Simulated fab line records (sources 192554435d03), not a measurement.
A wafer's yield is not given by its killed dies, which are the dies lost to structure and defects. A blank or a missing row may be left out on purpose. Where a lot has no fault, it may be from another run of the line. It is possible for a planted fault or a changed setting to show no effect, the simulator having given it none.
Which tool is to blame? -- flow n5-finfet -- 24 wafers from 9 lots sampled at 5 of the route's 1938 steps

WHAT EACH GAUGE READ, for each wafer
N5_BEOL_M4_CD_MEAS_28: target cd 26.2 nm, target cd y 24.1 nm. Usual: 26.12 nm for cd-nm, sd 0.26.
lot,measured,on,cd-nm (nm),flag
L421,day 8 03:16,cd-sem-01,26.26 26.16 25.65,
L422,day 8 18:16,cd-sem-01,26.17 26.38 26.19,
L429,day 10 15:14,cd-sem-01,26.12 26.08,
L430,day 10 16:11,cd-sem-01,26.39 26.12 26.10,
L431,day 10 21:43,cd-sem-03,25.97 26.04,
L433,day 11 06:23,cd-sem-01,26.01 25.82,
L437,day 12 10:23,cd-sem-03,26.36 26.05 26.24,
L438,day 12 18:34,cd-sem-03,25.76 26.25 26.46,
L440,day 13 12:44,cd-sem-02,26.21 25.97 25.92,

N5_BEOL_M4_RC_MEAS_101. Usual: DIBL_N 36.0 mV/V, standard deviation 2.5; DIBL_P 36.3 mV/V, standard deviation 2.8; IOFF_N 0.16 nA/um, standard deviation 0.042; IOFF_P 0.21 nA/um, standard deviation 0.045; ION_N 673 uA/um, standard deviation 15; ION_P 463 uA/um, standard deviation 8.1; SS_N 71.4 mV/dec, standard deviation 0.73; SS_P 73.3 mV/dec, standard deviation 0.92; VT_N 251 mV, standard deviation 4.1; VT_P -250 mV, standard deviation 3.4.
lot,measured,on,DIBL_N (mV/V),DIBL_P (mV/V),IOFF_N (nA/um),IOFF_P (nA/um),ION_N (uA/um),ION_P (uA/um),SS_N (mV/dec),SS_P (mV/dec),VT_N (mV),VT_P (mV),flag
L421,day 8 10:39,prober-02,34.0 36.4 36.0,31.3 34.6 34.5,0.11 0.15 0.13,0.17 0.22 0.22,674 686 657,465 474 462,70.7 71.3 71.7,72.5 73.6 73.2,255 248 252,-250 -246 -245,
L422,day 9 03:45,prober-01,37.0 32.8 33.5,38.0 33.0 33.6,0.18 0.11 0.11,0.22 0.16 0.16,679 667 654,462 458 454,71.9 70.5 70.8,74.2 72.3 73.0,247 255 255,-251 -254 -252,
L429,day 10 23:37,prober-02,34.9 32.7,35.5 31.7,0.13 0.12,0.21 0.16,655 680,456 467,70.5 70.7,73.3 72.5,256 252,-249 -253,
L430,day 11 07:07,prober-02,34.3 37.9 33.5,36.2 39.6 35.0,0.15 0.21 0.14,0.18 0.24 0.18,675 672 681,459 459 463,71.1 71.5 70.9,73.2 73.8 73.2,250 248 252,-253 -250 -253,
L431,day 11 09:26,prober-01,38.1 33.3,41.2 35.6,0.22 0.13,0.30 0.20,678 676,467 474,71.6 70.8,74.2 72.5,245 253,-243 -247,
L433,day 11 15:08,prober-02,41.7 39.2,43.4 40.3,0.28 0.23,0.33 0.26,698 693,474 474,72.5 71.5,74.9 74.8,243 244,-246 -248,
L437,day 12 17:15,prober-02,36.9 36.6 36.6,37.6 37.1 38.0,0.16 0.15 0.18,0.23 0.23 0.25,681 660 686,467 459 473,71.5 71.2 71.6,73.4 73.1 74.0,251 251 247,-247 -248 -245,
L438,day 13 04:50,prober-01,39.0 35.4 38.2,39.9 35.2 38.7,0.23 0.15 0.19,0.25 0.18 0.23,691 669 692,460 452 466,73.0 71.5 72.7,74.0 73.2 74.3,245 253 250,-250 -254 -251,
L440,day 13 22:22,prober-02,37.7 33.0 34.5,39.1 32.4 34.2,0.19 0.10 0.13,0.27 0.17 0.19,683 649 669,477 458 467,71.8 69.8 71.2,73.7 72.1 73.2,248 256 253,-245 -256 -251,

WHAT TOOL EACH LOT RAN ON (gives the tool, then ch and the chambers of the sampled wafers, and finally the start)
lot,N5_BEOL_M4_ETCH_70,N5_BEOL_M4_STRIP_36,N5_BEOL_M4_TRENCH_ETCH_37
L421,"rie-diel-02 ch 2,3, day 8 04:44","rie-diel-02 ch 2,3, day 8 04:54","rie-diel-02 ch 2,3, day 8 10:39 or earlier"
L422,"rie-diel-02 ch 0,1,3, day 8 22:54","rie-diel-02 ch 0,1,3, day 8 23:04","rie-diel-02 ch 0,1,3, day 9 03:45 or earlier"
L429,"rie-diel-02 ch 0,1, day 10 18:47","rie-diel-02 ch 0,1, day 10 18:56","rie-diel-02 ch 0,1, day 10 23:37 or earlier"
L430,"rie-diel-01 ch 2,3, day 10 21:35","rie-diel-01 ch 2,3, day 10 21:46","rie-diel-01 ch 2,3, day 11 07:07 or earlier"
L431,"rie-diel-02 ch 0, day 11 04:53","rie-diel-02 ch 0, day 11 05:03","rie-diel-02 ch 0, day 11 09:26 or earlier"
L433,"rie-diel-02 ch 0,1, day 11 08:47","rie-diel-02 ch 0,1, day 11 08:58","rie-diel-02 ch 0,1, day 11 15:08 or earlier"
L437,"rie-diel-05 ch 1,2,3, day 12 11:13","rie-diel-05 ch 1,2,3, day 12 11:22","rie-diel-05 ch 1,2,3, day 12 17:15 or earlier"
L438,"rie-diel-01 ch 1,2,3, day 13 00:31","rie-diel-01 ch 1,2,3, day 13 00:41","rie-diel-01 ch 1,2,3, day 13 04:50 or earlier"
L440,"rie-diel-01 ch 1,2, day 13 17:46","rie-diel-01 ch 1,2, day 13 17:56","rie-diel-01 ch 1,2, day 13 22:22 or earlier"
- N5_BEOL_M4_ETCH_70: etches SOC in N2/H2, target depth 80 nm, overetch 24 nm, time 130 s.
- N5_BEOL_M4_STRIP_36: strips in N2/H2.
- N5_BEOL_M4_TRENCH_ETCH_37: etches SiOC in C4F6/O2, target depth 55.555 nm, time 29.2 s.

WHAT THE TOOLS THEMSELVES READ (means of the sampled wafers that have a number; where no wafer has one, the mark that the record gives instead)
N5_BEOL_M4_ETCH_70. Usual: drypump-motor-current-A 5.7 A, standard deviation 0.31; oes-product-au 0.58 a.u., standard deviation 0.059; rf-vpp-V 524.3 V, standard deviation 3; run-length-s 153.3 s, standard deviation 0.51; showerhead-plenum-p-Torr 2.56 Torr, standard deviation 0.11; throttle-valve-pct 17.86 %, standard deviation 0.22.
lot,tool,drypump-motor-current-A (A),oes-product-au (a.u.),rf-vpp-V (V),run-length-s (s),showerhead-plenum-p-Torr (Torr),throttle-valve-pct (%),flag
L421,rie-diel-02,5.4,0.56,522.6,153.8,2.50,17.90,
L422,rie-diel-02,5.6,0.59,524.0,153.0,2.56,17.91,
L429,rie-diel-02,5.8,0.61,524.8,149.0,2.57,17.88,OFF
L430,rie-diel-01,5.5,0.64,525.4,153.2,2.61,17.56,
L431,rie-diel-02,5.8,0.54,519.5,149.2,2.41,17.89,OFF
L433,rie-diel-02,5.8,0.60,523.9,149.0,2.56,17.89,OFF
L437,rie-diel-05,5.7,0.55,524.6,153.4,2.59,17.93,
L438,rie-diel-01,5.6,0.58,526.3,153.2,2.61,17.67,
L440,rie-diel-01,5.9,0.56,526.5,153.6,2.62,17.76,

N5_BEOL_M4_STRIP_36. Usual: bias-power-w 6.996 W, standard deviation 0.022; drypump-motor-current-A 5.7 A, standard deviation 0.31; oes-product-au 0.79 a.u., standard deviation 0.088; rf-vpp-V 59.1 V, standard deviation 1.5; showerhead-plenum-p-Torr 2.56 Torr, standard deviation 0.11; throttle-valve-pct 23.7 %, standard deviation 0.33.
lot,tool,bias-power-w (W),drypump-motor-current-A (A),oes-product-au (a.u.),rf-vpp-V (V),showerhead-plenum-p-Torr (Torr),throttle-valve-pct (%),flag
L421,rie-diel-02,7.037,5.4,0.78,59.5,2.50,23.7,
L422,rie-diel-02,6.982,5.6,0.81,60.5,2.55,23.7,
L429,rie-diel-02,7.002,5.8,0.81,58.3,2.56,23.7,
L430,rie-diel-01,6.997,5.5,0.87,59.1,2.61,23.4,
L431,rie-diel-02,6.986,5.8,0.70,59.1,2.41,23.5,
L433,rie-diel-02,6.983,5.8,0.79,58.5,2.56,23.7,
L437,rie-diel-05,6.979,5.7,0.75,59.0,2.58,23.9,
L438,rie-diel-01,7.004,5.7,0.79,58.7,2.61,23.5,
L440,rie-diel-01,6.985,5.8,0.76,59.1,2.62,23.6,

N5_BEOL_M4_TRENCH_ETCH_37. Usual: drypump-motor-current-A 5.7 A, standard deviation 0.31; oes-product-au 0.79 a.u., standard deviation 0.085; rf-vpp-V 657 V, standard deviation 13; run-length-s 52.5 s, standard deviation 0.52; showerhead-plenum-p-Torr 2.87 Torr, standard deviation 0.12; throttle-valve-pct 20.90 %, standard deviation 0.21.
lot,tool,drypump-motor-current-A (A),oes-product-au (a.u.),rf-vpp-V (V),run-length-s (s),showerhead-plenum-p-Torr (Torr),throttle-valve-pct (%),flag
L421,rie-diel-02,5.4,0.77,674,53.5,2.83,21.15,
L422,rie-diel-02,5.6,0.80,662,52.3,2.86,20.94,
L429,rie-diel-02,5.8,0.79,652,51.9,2.85,20.81,
L430,rie-diel-01,5.4,0.88,646,52.5,2.91,20.63,
L431,rie-diel-02,5.8,0.69,654,51.9,2.68,20.84,
L433,rie-diel-02,5.8,0.79,652,51.8,2.85,20.82,
L437,rie-diel-05,5.7,0.75,658,52.8,2.87,20.84,
L438,rie-diel-01,5.7,0.80,647,52.7,2.93,20.80,
L440,rie-diel-01,5.9,0.76,651,52.8,2.97,20.98,

THE ANSWER, worked out from the rows above alone
Rule: a lot counts as off when the mean over its wafers that have a number is more than 3 standard deviations away from the usual mean. A lot without any number at a reading at which 4 lots or more have one is off too. Any other lot the step has rows for is counted as sound. After the gauges, taken in route order, come the tools' own readings; for these a lot's mean is taken, as printed above. At the first step where some lot is off, the reading lying furthest off is the one used; lots without a number count as furthest.
Off at N5_BEOL_M4_ETCH_70 (run-length-s): L429, L431, L433.
If a tool, at that step or one of the process steps before it, ran each lot that is off and ran no sound lot following the first of them, it fits. One candidate fits, namely rie-diel-02 at N5_BEOL_M4_ETCH_70. Its last sound lot is L422 (day 8 22:54), its first lot that is off L429 (day 10 18:47): a fault that began between those two fits.
On the lots that are off, the tool's own readings at N5_BEOL_M4_ETCH_70 differ by more than 5 times the standard deviation of the sound lots' means, which bears it out; run-length-s reads 149.1 s there versus 153.4 s on the sound lots.

WHAT THE SIMULATOR HAD PUT IN
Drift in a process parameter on rie-diel-02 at N5_BEOL_M4_ETCH_70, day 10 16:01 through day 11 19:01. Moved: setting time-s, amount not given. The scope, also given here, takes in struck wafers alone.
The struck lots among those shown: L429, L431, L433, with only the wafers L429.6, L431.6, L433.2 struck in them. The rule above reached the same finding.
